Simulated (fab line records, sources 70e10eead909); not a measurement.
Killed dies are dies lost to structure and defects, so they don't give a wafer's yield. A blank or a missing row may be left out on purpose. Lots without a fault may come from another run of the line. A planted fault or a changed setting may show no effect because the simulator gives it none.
Problem report in the 8D (eight disciplines) form, filled by code | flow nand_harc | the parts of the form that need people (team, actions taken, sign-off) are left out

1. THE PROBLEM
cd_nm at NHARC_P_STI_CD_MEAS_09 reads a mean of 175.2 nm on 6 wafers of 2 lots; wafers without a fault read 199.6 nm with a standard deviation of 1.7. That is -14 standard deviations from the usual mean.
The step: target cd 200 nm.
First seen on wafer L354.2, day 4 17:31, on cd_sem-03. The record holds 42 wafers of 14 lots with a number at this step. Rule for "out", or "out of limits": more than 4 standard deviations from the usual mean. The other wafers with a number count as sound.

2. WHAT IT IS AND WHAT IT IS NOT
question                    | is                     | is not
which readings at this step | cd_nm                  | -
which lots                  | L354, L355             | L345, L346, L348, L349, L350, L351, L360, L361, L363, L365, L366, L368
which wafers of those lots  | all that have a number | -
read on which gauges        | cd_sem-02, cd_sem-03   | cd_sem-01
when                        | from day 4 17:31       | up to then (18 sound wafers); but 18 sound wafers of L360, L361, L363, L365, L366, L368 came after

3. SUSPECTS, AND WHAT RULES EACH OUT
Counting: a tool at a process step up to the reading stays a suspect if it ran every lot that is out and no sound lot after the first of them.
- the gauge at NHARC_P_STI_CD_MEAS_09: ruled out. The wafers that are out were read on 2 gauges (cd_sem-02, cd_sem-03).
- rie_diel-13 at NHARC_P_ZERO_WELL_ETCH_62 (etches the open film in CHF3/Ar, target depth 13 nm, time 6.5 s): ruled out as a lasting fault. Sound lots L363, L365 ran on it after its first lot that is out, L354 (day 4 17:25). NHARC_P_ZERO_WELL_ETCH_62 gives no start for some lots, so the hours and the order of its lots are those of NHARC_P_STI_PEB_07.
- litho_track-02 at NHARC_P_STI_PEB_07 (peb time 80 s): kept. It ran every lot that is out, first L354 (day 4 17:25), and no sound lot after that; its last sound lot up to then is L350 (day 3 20:14). Its own readings are out on those wafers: heater_power_total_W, plate_temp_C.
Left after counting: litho_track-02 at NHARC_P_STI_PEB_07.

4. THE CAUSE (what the simulator had put in)
Process parameter drift: litho_track-02, from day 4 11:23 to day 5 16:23, at NHARC_P_STI_PEB_07. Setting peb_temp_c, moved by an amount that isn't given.
Counting left only this tool.

5. THE CHAIN OF EFFECTS, in route order
Each row: a reading whose mean over the struck wafers that have a number lies more than 3 standard deviations from the usual. Only readings for which the record gives a usual standard deviation are gone through. hours: the time from each lot's start at the first step in this table that gives one to its start at this step, as a median over the lots. sigmas: the change in usual standard deviations.
hours | step                    | reading              | usual    | on struck wafers | change | sigmas
0     | NHARC_P_STI_PEB_07      | heater_power_total_W | 189.8 W  | 184.7            | -5.1   | -6.4
0     | NHARC_P_STI_PEB_07      | plate_temp_C         | 128.02 C | 125.31           | -2.72  | -23
0     | NHARC_P_STI_CD_MEAS_09  | cd_nm                | 199.6 nm | 175.2            | -24.4  | -14
1     | NHARC_P_STI_CD_MEAS_16  | cd_nm                | 198.9 nm | 174.5            | -24.4  | -14
1     | NHARC_P_STI_OCD_MEAS_17 | trench_foot_cd_nm    | 157.7 nm | 134.0            | -23.7  | -13
The process steps in it:
- NHARC_P_STI_PEB_07: peb time 80 s.

6. WHAT WOULD HAVE CAUGHT IT SOONER
In this record the first reading out of limits at a measuring or inspecting step was taken at day 4 17:31, 6 hours after the fault began at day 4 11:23.
The tool's own readings at NHARC_P_STI_PEB_07 were out on every struck wafer that the step has a row for (heater_power_total_W, plate_temp_C): an alarm limit on them would have fired on the first of those.
Of the lots that are out (2), L355 began NHARC_P_STI_PEB_07 on litho_track-02 after day 4 17:31. A hold on the tool at that time would have spared it.
